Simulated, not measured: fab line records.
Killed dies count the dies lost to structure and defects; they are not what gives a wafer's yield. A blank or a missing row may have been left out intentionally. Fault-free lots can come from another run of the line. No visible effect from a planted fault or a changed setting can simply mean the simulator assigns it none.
Matching of chambers / flow nand harc / pecvd-03 running NHARC_A_STAIRCASE_DEP_322: 3 sister chambers
The step deposits SiO2, target thk 3800 nm. 6 wafers are shown with their chamber, then 7 later ones without.

== EACH WAFER AND ITS CHAMBER ==
wafer=L079.4; chamber=0; heater power w (W)=693; heater power outer w (W)=401
wafer=L084.1; chamber=1; heater power w (W)=678; heater power outer w (W)=370
wafer=L084.2; chamber=0; heater power w (W)=803; heater power outer w (W)=488
wafer=L084.3; chamber=2; heater power w (W)=688; heater power outer w (W)=424
wafer=L088.1; chamber=2; heater power w (W)=547; heater power outer w (W)=335
wafer=L088.2; chamber=1; heater power w (W)=783; heater power outer w (W)=440

== WAFERS WHOSE CHAMBER IS MISSING ==
wafer=L088.4; heater power w (W)=665; heater power outer w (W)=349
wafer=L090.2; heater power w (W)=671; heater power outer w (W)=424
wafer=L090.3; heater power w (W)=818; heater power outer w (W)=526
wafer=L090.4; heater power w (W)=653; heater power outer w (W)=345
wafer=L096.1; heater power w (W)=841; heater power outer w (W)=523
wafer=L096.3; heater power w (W)=764; heater power outer w (W)=442
wafer=L096.4; heater power w (W)=699; heater power outer w (W)=398

== WHICH CHAMBER EACH WENT THROUGH ==
wafer=L088.4; from the rows above=can't be placed: 2 or 1 or 0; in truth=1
wafer=L090.2; from the rows above=can't be placed: 1 or 0 or 2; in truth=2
wafer=L090.3; from the rows above=can't be placed: 0 or 1 or 2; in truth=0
wafer=L090.4; from the rows above=can't be placed: 2 or 1 or 0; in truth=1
wafer=L096.1; from the rows above=can't be placed: 0 or 1 or 2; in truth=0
wafer=L096.3; from the rows above=can't be placed: 0 or 1 or 2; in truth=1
wafer=L096.4; from the rows above=can't be placed: 1 or 0 or 2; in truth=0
Correctly placed: 0 of 7. Not placeable from these rows: 7 (in 7, the candidates include the true chamber). 0 placed wrongly.
How it was worked out, from the rows above alone: a wafer's distance from a chamber is the root of the sum, over the readings, of the square of ((its reading less the chamber's mean) divided by the reading's scatter). The wafer belongs to the nearest chamber; if the next one is less than 2 further off, it can't be placed. A chamber's mean is the mean of its shown wafers. How the scatter is found: for the shown wafers, subtract from each reading the mean of its chamber, square and add these, divide the total by (wafers less chambers), then take the root.
